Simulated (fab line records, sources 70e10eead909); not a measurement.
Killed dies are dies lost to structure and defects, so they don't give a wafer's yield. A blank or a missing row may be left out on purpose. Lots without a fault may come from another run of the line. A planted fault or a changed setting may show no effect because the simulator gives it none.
fab line records | flow nand_harc | part 2 of 2: steps 28 to 32 of 32
record lots=5 wafers=15 last_day=31
route steps=1302 shown A_ONON_D2@557 A_CHANNEL_HOLE_D2@570
lots that met no fault: from a run of the same line without faults
start_h: hours from the record's first day to the start of the lot's first wafer shown | wait_h: hours since the lot's step before | " the same as in the row above | L1.1+2: a row that stands for several wafers | - no value, or no start given | * or withheld: withheld | < > ~ a bound
route shown NAME@n: a module of which the file shows steps, and the number in the route of the first | usual: mean/standard deviation of fault-free wafers | same: alike in all rows | chamber/n: place in a boat | sites: the reading at each site | _std_site: their standard deviation | _edge_site: outer sites' mean less inner sites' | radius_mm: how far each site lies from the wafer's centre | mask NAME#n: copy n | behind: the tool/chamber that last shaped the wafer | hold: why the lot was held/for how many hours/how that ended | device: the transistor (n, p or np) that didn't switch | end of line: the same wafers' tests at the end of the route | a step without rows: its recipe alone | killed: dies lost to structure and defects at the first sort, not the wafer's yield | map: a wafer's dies, x killed, . not, _ none there
set.NAME: the setting as run; set.NAME@STEP: as run at that earlier step | model.NAME: the simulator's own value behind a step, which no gauge read
lots at some steps of the route; a table a step, a row a wafer
services: from which hour (start_h, from the record's first day; less than 0 if before it) a tool's chamber was out of use, for how many hours, and why
## steps
# step NHARC_A_CHANNEL_HOLE_D2_DESCUM_15
# recipe time_s=3 o2_flow_sccm=200 ar_flow_sccm=0 bias_power_w=0 chemistry=O2
# usual drypump_motor_current_A=5.6/0.48 oes_product_au=1.003/0.0067 rf_vpp_V=57.9/0.87 showerhead_plenum_p_Torr=1.92/0.077 throttle_valve_pct=11.310/0.0085
# columns lot.wafer tool chamber start_h wait_h drypump_motor_current_A oes_product_au rf_hours_counter_h rf_vpp_V showerhead_plenum_p_Torr throttle_valve_pct
L086.4 rie_diel-11 1 406.25 0.1 5.0 0.999 5.4 58.6 1.91 11.317
L086.3 " 2 " " 5.9 0.994 5.9 57.7 1.93 11.314
L086.1 " 0 " " 5.1 1.001 5.4 59.2 1.84 11.309
L089.4 rie_diel-02 3 442.16 0.1 5.9 1.010 0.6 57.7 1.90 11.317
L089.3 " 1 " " 4.9 1.002 0.6 59.2 2.05 11.323
L089.5 " 3 " " 5.9 1.002 - 58.2 1.90 11.305
L090.2 rie_diel-02 0 452.85 0.1 5.2 1.010 1.4 58.0 1.98 11.298
L090.3 " 1 " " 5.0 0.993 1.4 58.2 2.05 11.318
L090.5 " 3 " " 5.9 1.013 - 56.6 1.90 11.313
L091.3 rie_diel-10 1 453.26 0.1 5.6 1.017 1.4 57.8 1.85 11.305
L091.5 " 2 " " 6.3 1.016 - 60.0 1.94 11.307
L091.6 " 3 " " 5.1 1.015 - 58.6 1.96 11.312
L093.3 rie_diel-10 1 489.53 0.1 5.6 1.008 4.5 58.3 1.85 11.310
L093.4 " 1 " " 5.6 1.011 - 56.2 1.85 11.308
L093.6 " 2 " " 6.3 1.002 - 57.3 1.94 11.309
# step NHARC_A_CHANNEL_HOLE_D2_ETCH_38
# recipe target_depth_a=390 over_etch_frac=0.3 time_s=65 ion_energy_ev=80 cf4_flow_sccm=150 ar_flow_sccm=0 rf_w=300 bias_w=100 chemistry=CF4
# usual cf4_flow_sccm=150.0/0.5 drypump_motor_current_A=5.6/0.46 oes_product_au=1.003/0.0071 rf_vpp_V=151.3/1.1 showerhead_plenum_p_Torr=1.77/0.069 throttle_valve_pct=13.285/0.0087
# columns lot.wafer tool chamber start_h wait_h cf4_flow_sccm drypump_motor_current_A oes_product_au rf_hours_counter_h rf_vpp_V showerhead_plenum_p_Torr throttle_valve_pct
L086.3 rie_diel-11 1 406.34 0.1 150.0 4.9 1.007 5.5 150.9 1.77 13.301
L086.1 " 2 " " 150.3 5.9 1.015 5.9 151.1 1.78 13.279
L086.4 " 3 " " 150.4 6.1 1.007 5.8 150.8 1.68 13.274
L089.4 rie_diel-02 0 442.25 0.1 150.2 5.2 0.998 0.7 151.8 1.83 13.307
L089.3 " 1 " " 149.9 4.9 1.002 0.6 153.1 1.89 13.280
L089.5 " 3 " " 149.4 5.9 0.993 - 151.8 1.76 13.284
L090.2 rie_diel-02 3 452.92 0.1 150.1 5.9 1.013 1.2 150.8 1.76 13.268
L090.3 " 2 " " 150.0 5.7 1.004 1.3 151.6 1.69 13.280
L090.5 " 0 " " 149.5 5.2 1.012 - 151.6 1.83 13.277
L091.3 rie_diel-10 3 453.33 0.1 149.7 5.1 1.009 0.6 150.6 1.81 13.289
L091.5 " 0 " " 150.5 6.2 0.995 - 153.1 1.87 13.281
L091.6 " 1 " " 149.7 5.6 1.013 - 151.7 1.71 13.280
L093.3 rie_diel-10 1 489.64 0.1 149.9 5.6 1.008 4.5 150.4 1.71 13.286
L093.4 " 2 " " 149.2 6.4 1.013 - 150.2 1.79 13.277
L093.6 " 0 " " 150.1 6.2 1.008 - 153.6 1.87 13.284
# step NHARC_A_CHANNEL_HOLE_D2_ETCH_39
# recipe target_depth_a=2600 over_etch_frac=0.3 time_s=325 ion_energy_ev=200 n2_flow_sccm=150 h2_flow_sccm=150 ar_flow_sccm=0 rf_w=400 bias_w=150 chemistry=N2/H2
# usual drypump_motor_current_A=5.6/0.47 oes_product_au=1.003/0.0075 rf_vpp_V=430.6/2.5 showerhead_plenum_p_Torr=2.04/0.088 throttle_valve_pct=14.171/0.0095
# columns lot.wafer tool chamber start_h wait_h drypump_motor_current_A oes_product_au rf_hours_counter_h rf_vpp_V showerhead_plenum_p_Torr throttle_valve_pct
L086.1 rie_diel-11 2 - - 5.9 0.989 6.0 430.8 2.06 14.162
L086.3 " 0 " " 5.1 1.005 5.5 427.4 1.95 14.164
L086.4 " 1 " " 5.0 1.012 5.5 430.8 2.03 14.165
L089.4 rie_diel-02 3 - - 5.9 0.993 0.6 430.0 2.02 14.175
L089.3 " 0 " " 5.2 0.998 0.7 433.1 2.11 14.170
L089.5 " 2 " " 5.7 1.005 - 428.6 1.94 14.168
L090.3 rie_diel-02 1 - - 4.9 1.005 1.5 435.3 2.19 14.152
L090.2 " 0 " " 5.2 1.001 1.5 433.0 2.11 14.163
L090.5 " 1 " " 4.9 0.993 - 434.7 2.19 14.189
L091.3 rie_diel-10 1 - - 5.6 1.003 1.4 427.4 1.97 14.173
L091.5 " 3 " " 5.2 1.010 - 432.3 2.10 14.158
L091.6 " 0 " " 6.2 0.999 - 432.7 2.17 14.179
L093.3 rie_diel-10 0 - - 6.2 1.002 4.7 434.1 2.17 14.180
L093.6 " 1 " " 5.6 1.006 - 429.3 1.97 14.180
L093.4 " 2 " " 6.4 1.005 - 431.2 2.07 14.171
# step NHARC_A_CHANNEL_HOLE_D2_ETCH_34
# recipe target_depth_a=1540 time_s=77 cf4_flow_sccm=100 chf3_flow_sccm=30 ar_flow_sccm=0 rf_w=500 bias_w=200 chemistry=CF4/CHF3
# usual cf4_flow_sccm=100.0/0.31 drypump_motor_current_A=5.6/0.47 oes_product_au=0.961/0.021 rf_vpp_V=370.7/2.2 showerhead_plenum_p_Torr=1.58/0.061 throttle_valve_pct=16.802/0.01
# columns lot.wafer tool chamber start_h wait_h cf4_flow_sccm drypump_motor_current_A oes_product_au rf_hours_counter_h rf_vpp_V showerhead_plenum_p_Torr throttle_valve_pct
L086.4 rie_diel-11 0 - - 99.4 5.1 0.975 5.5 367.4 1.51 16.806
L086.1 " 1 " " 100.3 4.9 0.962 5.6 370.8 1.57 16.799
L086.3 " 2 " " 100.1 5.9 0.970 6.1 372.1 1.59 16.791
L089.4 rie_diel-02 0 - - 100.5 5.1 0.968 0.8 371.6 1.63 16.816
L089.3 " 1 " " 99.7 4.9 0.918 0.8 374.7 1.68 16.791
L089.5 " 2 " " 100.0 5.7 0.954 - 368.7 1.50 16.781
L090.3 rie_diel-02 3 - - 100.5 5.9 0.950 1.3 370.4 1.56 16.819
L090.2 " 0 " " 100.1 5.2 0.951 1.6 371.7 1.63 16.813
L090.5 " 3 " " 100.2 5.8 0.955 - 369.7 1.56 16.818
L091.3 rie_diel-10 2 - - 100.0 6.3 0.923 1.4 371.8 1.60 16.805
L091.6 " 3 " " 100.1 5.2 0.931 - 373.1 1.61 16.805
L091.5 " 0 " " 100.0 6.2 0.921 - 372.9 1.66 16.795
L093.3 rie_diel-10 2 - - 99.8 6.3 0.972 4.3 370.9 1.60 16.793
L093.6 " 2 " " 99.8 6.3 0.968 - 371.3 1.60 16.801
L093.4 " 0 " " 100.2 6.2 0.966 - 375.0 1.66 16.798
# step NHARC_A_CHANNEL_HOLE_D2_ETCH_16
# recipe target_depth_a=31000 over_etch_frac=0.3 time_s=806 ion_energy_ev=150 o2_flow_sccm=400 cos_flow_sccm=20 ar_flow_sccm=0 rf_w=500 bias_w=300 chemistry=O2/COS
# usual drypump_motor_current_A=5.6/0.48 oes_product_au=1.002/0.0067 rf_vpp_V=314.4/2 showerhead_plenum_p_Torr=3.14/0.12 throttle_valve_pct=28.330/0.0093
# columns lot.wafer tool chamber start_h wait_h drypump_motor_current_A oes_product_au rf_hours_counter_h rf_vpp_V showerhead_plenum_p_Torr throttle_valve_pct
L086.4 rie_diel-11 3 - - 6.1 1.002 6.1 310.0 2.96 28.322
L086.3 " 0 " " 5.1 0.988 5.7 312.4 3.00 28.324
L086.1 " 1 " " 5.0 0.997 5.7 315.2 3.12 28.334
L089.4 rie_diel-02 0 - - 5.2 1.006 0.9 315.2 3.23 28.319
L089.3 " 2 " " 5.8 0.996 1.0 311.1 2.98 28.317
L089.5 " 0 " " 5.2 0.999 - 314.9 3.23 28.329
L090.2 rie_diel-02 1 - - 4.9 0.998 1.7 317.6 3.33 28.322
L090.3 " 3 " " 5.9 0.996 1.5 314.8 3.10 28.324
L090.5 " 0 " " 5.2 1.006 - 316.5 3.23 28.329
L091.3 rie_diel-10 2 - - 6.4 0.995 1.6 314.7 3.17 28.350
L091.6 " 3 " " 5.1 0.996 - 316.2 3.20 28.328
L091.5 " 0 " " 6.2 0.995 - 317.0 3.30 28.336
L093.3 rie_diel-10 1 - - 5.6 1.010 4.8 312.6 3.02 28.322
L093.4 " 2 " " 6.4 1.004 - 314.5 3.17 28.334
L093.6 " 1 " " 5.6 1.015 - 313.1 3.02 28.328
## services
# columns tool chamber start_h hours kind
litho_track-04 - 378.00 7.0 pm
rie_diel-02 - 393.70 9.0 pm
rie_diel-02 0 393.70 9.0 vent_cycle
rie_diel-02 1 393.70 9.0 vent_cycle
rie_diel-02 2 393.70 9.0 vent_cycle
rie_diel-10 - 394.50 0.2 repair
arfi_scanner-03 - 395.00 2.2 repair
pecvd_onon-03 - 408.28 13.0 pm
pecvd-02 - 408.33 13.0 pm
pecvd-01 0 411.89 13.7 repair
rie_diel-10 - 419.50 9.0 pm
arfi_scanner-01 - 424.00 4.0 pm
acl_dep-02 - 425.20 13.0 pm
rie_diel-11 - 432.50 9.0 pm
rie_diel-02 1 433.31 2.9 repair
pecvd-03 - 440.64 0.3 repair
arfi_scanner-02 - 448.73 6.1 repair
pecvd-02 0 449.69 3.1 repair
pecvd-04 - 450.20 13.0 pm
pecvd_onon-01 - 450.40 13.0 pm
pecvd-03 1 450.62 10.2 repair
acl_dep-03 - 481.17 13.0 pm
arfi_scanner-02 - 484.00 4.0 pm
rie_diel-10 3 487.99 8.2 repair
